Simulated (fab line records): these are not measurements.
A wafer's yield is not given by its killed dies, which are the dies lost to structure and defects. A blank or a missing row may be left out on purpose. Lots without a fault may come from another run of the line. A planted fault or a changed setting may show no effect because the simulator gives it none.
A lot that was struck, set against a sound lot | flow n5_finfet | 14 steps out of a route of 1938
Sound: these wafers, L253.1, L253.3, L253.5. Struck: wafers L260.1, L260.3, L260.6. The cause is named last.
At each step with rows: each side's tool, then ch and its chambers, then its first start. Under that, the readings that differ: sound wafers | struck wafers | difference of the means | sigmas: that difference in standard deviations of wafers without a fault.
alike: a reading whose means differ by less than 2 such deviations, as well as words and numbers matching on both sides. not compared: withheld readings; readings where some wafer has no value; bounds like >300 that might hide an equal value; numbers whose values overlap and for which the record gives no deviation.
A row with sigmas, a row that says differs or no value, or rows on one side alone: a step with any of these is where the two part. Numbers that don't overlap but have no deviation are shown without sigmas and don't part them. A reading missing from all wafers of one side parts the sides only when that side holds two or more wafers.

N5_BEOL_M8_OVL_MEAS_29:
  sound on overlay-01 ch 0, day 10 16:08; struck on overlay-02 ch 0, day 13 02:08
  alike: V7_OVL
N5_BEOL_M8_INSPECT_30: inspects for defects (brightfield).
  sound on defect_inspect-01, day 10 16:12; struck on defect_inspect-01, day 13 02:12
  alike: raw_defect_count
then, 2 steps without rows for these wafers: N5_BEOL_M8_DESCUM_33 (chemistry O2, time 7 s); N5_BEOL_M8_ETCH_72 (etches underlayer in N2/H2, target depth 6.5 nm, time 5.2 s).
N5_BEOL_M8_ETCH_65: etches SiARC in CF4, target depth 15.6 nm, time 26 s.
  sound on rie_diel-06 ch 0,2, day 10 16:17; struck on rie_diel-05 ch 0,2, day 13 02:17
  alike: drypump_motor_current_A, etch_rf_on_time_s, oes_product_au, rf_vpp_V, showerhead_plenum_p_Torr, throttle_valve_pct
  not compared: rf_hours_counter_h
N5_BEOL_M8_ETCH_66: etches SOC in N2/H2, target depth 80 nm, overetch 16 nm, time 120 s.
  sound on rie_diel-06 ch 0,2, day 10 16:19; struck on rie_diel-05 ch 0,2, day 13 02:19
  reading                     | sound       | struck      | difference | sigmas
  drypump_motor_current_A (A) | 4.9 5.8 4.9 | 6.3 6.4 6.3 | +1.1       | +2
  alike: oes_product_au, rf_vpp_V, showerhead_plenum_p_Torr, throttle_valve_pct
  not compared: rf_hours_counter_h
then, 4 steps without rows for these wafers: N5_BEOL_M8_STRIP_69 (strips in N2/H2); N5_BEOL_M8_STRIP_73 (strips in N2/H2); N5_BEOL_M8_VIA_ETCH_34 (etches SiCOH lowk in C4F6/O2, target depth 125.5 nm, time 50.5 s); N5_BEOL_M8_STRIP_76 (strips in C4F6/O2).
N5_BEOL_M8_STRIP_36: strips in N2/H2.
  sound on rie_diel-06 ch 0,2, day 10 16:28; struck on rie_diel-05 ch 0,2, day 13 02:28
  alike: drypump_motor_current_A, oes_product_au, rf_vpp_V, showerhead_plenum_p_Torr, throttle_valve_pct
  not compared: rf_hours_counter_h
N5_BEOL_M8_TRENCH_ETCH_37: etches SiCOH lowk in C4F6/O2, target depth 93.478 nm, time 31.2 s.
  sound: rie_diel-06 ch 0,2; struck: rie_diel-05 ch 0,2
  alike: drypump_motor_current_A, oes_f_703_au, oes_product_au, rf_vpp_V, showerhead_plenum_p_Torr, throttle_valve_pct
  not compared: rf_hours_counter_h
N5_BEOL_M8_ETCH_41: etches SiCN in CH3F/O2, target depth 31.9 nm, time 57.8 s.
  sound on rie_diel-06 ch 0,2, day 10 16:32; struck on rie_diel-05 ch 0,2, day 13 02:32
  reading                  | sound            | struck           | difference | sigmas
  model.etch.depth_nm (nm) | 21.3 21.58 21.35 | 18.05 19.2 18.08 | -2.97      |
  alike: drypump_motor_current_A, oes_product_au, rf_vpp_V, showerhead_plenum_p_Torr, throttle_valve_pct
  not compared: rf_hours_counter_h
N5_BEOL_M8_STRIP_80: strips in N2/H2, time 10 s.
  sound: rie_diel-06 ch 0,2; struck: rie_diel-05 ch 0,2
  reading                     | sound       | struck      | difference | sigmas
  drypump_motor_current_A (A) | 4.9 5.8 4.9 | 6.3 6.4 6.3 | +1.1       | +2
  alike: oes_product_au, rf_vpp_V, showerhead_plenum_p_Torr, throttle_valve_pct
  not compared: rf_hours_counter_h

WHERE THEY PART
At N5_BEOL_M8_ETCH_66 first; at N5_BEOL_M8_STRIP_80 last (within this record only).

WHY: what had been put in by the simulator
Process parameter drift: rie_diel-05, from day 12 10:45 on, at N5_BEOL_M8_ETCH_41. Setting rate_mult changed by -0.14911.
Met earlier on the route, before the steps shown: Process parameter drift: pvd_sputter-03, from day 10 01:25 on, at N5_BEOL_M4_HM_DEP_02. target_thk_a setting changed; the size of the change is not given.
